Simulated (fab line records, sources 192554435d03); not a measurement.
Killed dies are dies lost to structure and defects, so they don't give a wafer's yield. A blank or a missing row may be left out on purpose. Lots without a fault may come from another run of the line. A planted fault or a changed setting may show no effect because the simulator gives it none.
Problem report in the 8D (eight disciplines) form, filled by code | flow n5_finfet | the parts of the form that need people (team, actions taken, sign-off) are left out

1. THE PROBLEM
exposure_dose_mJ_cm2 at N5_BEOL_M15_EXPOSE_25 reads a mean of 34.55 on 6 wafers of 2 lots; wafers without a fault read 35.47 with a standard deviation of 0.037. That is -25 standard deviations from the usual mean.
The step: exposes mask M15, target cd 400 nm.
First seen on wafer L244.1, day 16 12:40, on krf_scanner-02. The record holds 12 wafers of 4 lots with a number at this step. Rule for "out", or "out of limits": more than 4 standard deviations from the usual mean. The other wafers with a number count as sound.

2. WHAT IT IS AND WHAT IT IS NOT
question                    | is                     | is not
which readings at this step | exposure_dose_mJ_cm2   | -
which lots                  | L244, L250             | L232, L253
which wafers of those lots  | all that have a number | -
read on which tools         | krf_scanner-02         | krf_scanner-01
when                        | from day 16 12:40      | up to then (3 sound wafers); but 3 sound wafers of L253 came after

3. SUSPECTS, AND WHAT RULES EACH OUT
Counting: a tool at a process step up to the reading stays a suspect if it ran every lot that is out and no sound lot after the first of them.
- krf_scanner-02 at N5_BEOL_M15_EXPOSE_25 (exposes mask M15, target cd 400 nm): kept. It ran every lot that is out, first L244 (day 16 12:40), and no sound lot after that; its last sound lot up to then is L232 (day 13 12:00). Its own readings are out on those wafers: exposure_dose_mJ_cm2.
Left after counting: krf_scanner-02 at N5_BEOL_M15_EXPOSE_25.

4. THE CAUSE (what the simulator had put in)
Process parameter drift: krf_scanner-02, from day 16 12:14 on, at N5_BEOL_M15_EXPOSE_25. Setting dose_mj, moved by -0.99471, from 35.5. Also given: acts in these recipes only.
Counting left only this tool.

5. THE CHAIN OF EFFECTS, in route order
Each row: a reading whose mean over the struck wafers that have a number lies more than 3 standard deviations from the usual. Only readings for which the record gives a usual standard deviation are gone through. hours: the time from each lot's start at the first step in this table that gives one to its start at this step, as a median over the lots. sigmas: the change in usual standard deviations.
hours | step                  | reading              | usual | on struck wafers | change | sigmas
0     | N5_BEOL_M15_EXPOSE_25 | exposure_dose_mJ_cm2 | 35.47 | 34.55            | -0.92  | -25
The process steps in it:
- N5_BEOL_M15_EXPOSE_25: exposes mask M15, target cd 400 nm.

6. WHAT WOULD HAVE CAUGHT IT SOONER
In this record the first reading out of limits was taken at day 16 12:40, 0 hours after the fault began at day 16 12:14.
